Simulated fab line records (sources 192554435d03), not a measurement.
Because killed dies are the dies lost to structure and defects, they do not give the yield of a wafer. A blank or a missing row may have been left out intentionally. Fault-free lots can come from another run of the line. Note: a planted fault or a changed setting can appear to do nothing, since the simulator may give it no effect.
What tool caused it? | flow n5 finfet | at 1 step of a route of 1938, 12 lots with 36 wafers sampled

## WHAT EACH GAUGE READ, for each wafer
N5_HKMG_FIN_INSPECT_61: inspects for defects (macro).
lot  | measured    | on                | raw defect count
L075 | day 4 10:19 | defect inspect-02 | 4 4 1
L077 | day 4 22:29 | defect inspect-01 | 3 2 3
L079 | day 5 07:14 | defect inspect-01 | 1 3 2
L081 | day 5 17:17 | defect inspect-02 | 2 1 1
L083 | day 6 06:51 | defect inspect-01 | 2 2 1
L085 | day 6 18:23 | defect inspect-02 | 1 3 1
L087 | day 7 09:01 | defect inspect-02 | 1 1 5
L089 | day 7 20:38 | defect inspect-02 | 3 2 2
L091 | day 8 05:31 | defect inspect-01 | 4 1 4
L093 | day 8 17:49 | defect inspect-02 | 3 2 9
L095 | day 9 06:10 | defect inspect-01 | 1 0 0
L097 | day 9 18:14 | defect inspect-02 | 2 1 2

## TOOL THAT RAN EACH LOT (tool first, then ch and the chambers of the sampled wafers, then the start)
Record: no process step prior to these readings.

## THE ANSWER, worked out from the rows above alone
Rule: the lots themselves supply what counts as usual. Put in order of their means at a reading, lots are off if they are a third of the lots or fewer, leave a main group of 4 or more, and stand apart from it by a gap of 3 or more times the standard deviation of the main group's means; of several such gaps the widest counts. A main group is skipped when, at the precision printed for the reading in the tables above, its means are all equal. A lot without any number at a reading at which 4 lots or more have one is off too. Any other lot the step has rows for is counted as sound.
No lot is off at any reading shown: from this, nothing can be told.

## WHAT HAD BEEN PUT IN BY THE SIMULATOR
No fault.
